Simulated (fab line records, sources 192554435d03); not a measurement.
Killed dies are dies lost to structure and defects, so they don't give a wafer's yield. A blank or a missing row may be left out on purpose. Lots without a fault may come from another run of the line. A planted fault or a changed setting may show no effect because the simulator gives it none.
Split-lot experiment | flow n5_finfet | 7 lots, 21 wafers read, on a route of 1938 steps

THE SPLIT
At N5_BEOL_M14_ETCH_68 (etches SOC in N2/H2, time 450 s), the setting time_s was moved away from the recipe's 450 s on 8 of the 21 wafers read, by -19.9% to +13.7%. The other wafers ran this setting at the recipe's value.

The reading is taken at the split's own step.

THE READING
SiARC_of_BEOL_M14_COAT_66.thk_nm (the simulator's own value, which no gauge read), in nm, at N5_BEOL_M14_ETCH_68 (etches SOC in N2/H2, time 450 s). The file gives no usual value for it. The 13 wafers here that ran the recipe average 64.7 nm, standard deviation 0.62 nm.

wafer  | tool, chamber at the split | time_s as run, s | against the recipe | SiARC_of_BEOL_M14_COAT_66.thk_nm, nm | against lot-mates on the recipe
L075.1 | rie_diel-01, 0             | 450              | recipe             | 65.4                                 | -
L075.3 | rie_diel-01, 1             | 392.4            | -12.8%             | 70.8                                 | +5.4
L075.6 | rie_diel-01, 2             | 392.4            | -12.8%             | 70                                   | +4.6
L080.2 | rie_diel-03, 1             | 360.4            | -19.9%             | 73.4                                 | +9.6
L080.4 | rie_diel-03, 1             | 360.4            | -19.9%             | 73.4                                 | +9.6
L080.6 | rie_diel-03, 0             | 450              | recipe             | 63.8                                 | -
L082.2 | rie_diel-05, 1             | 450              | recipe             | 65.4                                 | -
L082.4 | rie_diel-05, 3             | 450              | recipe             | 64.6                                 | -
L082.6 | rie_diel-05, 0             | 511.7            | +13.7%             | 59.2                                 | -5.8
L091.3 | rie_diel-03, 1             | 406.9            | -9.6%              | 69.6                                 | +5.0
L091.4 | rie_diel-03, 0             | 450              | recipe             | 64.6                                 | -
L091.5 | rie_diel-03, 1             | 406.9            | -9.6%              | 69.6                                 | +5.0
L094.2 | rie_diel-03, 2             | 424.6            | -5.6%              | 67.4                                 | +2.2
L094.3 | rie_diel-03, 3             | 450              | recipe             | 65.4                                 | -
L094.4 | rie_diel-03, 0             | 450              | recipe             | 65                                   | -
L097.1 | rie_diel-03, 3             | 450              | recipe             | 63.8                                 | -
L097.3 | rie_diel-03, 0             | 450              | recipe             | 64.4                                 | -
L097.6 | rie_diel-03, 0             | 450              | recipe             | 63.8                                 | -
L096.1 | rie_diel-03, 1             | 450              | recipe             | 65.4                                 | -
L096.2 | rie_diel-03, 2             | 450              | recipe             | 64.6                                 | -
L096.3 | rie_diel-03, 3             | 450              | recipe             | 65.4                                 | -

THE FIT
A straight line over all 21 wafers: SiARC_of_BEOL_M14_COAT_66.thk_nm changes by -0.437 nm for each +1% of time_s; r = -0.99; the points scatter about the line by 0.58 nm.
The same after taking each lot's own level away (the mean of its wafers on the recipe; 21 wafers): -0.456 nm for each +1%; r = -0.99; scatter 0.48 nm.
On that fit, the largest move of time_s shifts the reading by 9.1 nm.
The lots' own levels span 63.80 to 65.40 nm, that is 2.6 times the standard deviation above.
So the lot-to-lot level changes the slope little: the two slopes agree.
Check: with one of the wafers moved furthest among these (-19.9%) left out of the fit, the line predicts +8.95 nm for it against its lot-mates. It came out at +9.6 nm against them.

OTHER SPLITS ON THESE WAFERS
These wafers also went through other splits before the reading. Each is held against what the fit with the lots' levels taken away leaves over:
other split on the same wafers        | wafers away from the commonest value | r with SiARC_of_BEOL_M14_COAT_66.thk_nm (lot level and that fit taken away)
N5_BEOL_M8_DESCUM_16 time_s           | 9                                    | +0.25
N5_BEOL_M8_COAT_63 spin_rpm           | 6                                    | -0.34
N5_BEOL_M9_CMP_52 down_force_psi      | 7                                    | -0.34
N5_BEOL_M10_COAT_64 spin_rpm          | 8                                    | +0.01
N5_BEOL_M10_DEVELOP_27 develop_time_s | 6                                    | -0.46
N5_BEOL_M11_DESCUM_16 time_s          | 7                                    | -0.17
N5_BEOL_M13_COAT_65 spin_rpm          | 5                                    | +0.16
N5_BEOL_M14_PEB_26 peb_temp_c         | 10                                   | -0.33

THE FILE'S OWN FIT
SiARC_of_BEOL_M14_COAT_66.thk_nm changes by -0.453 nm for each +1% of time_s, r = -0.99.
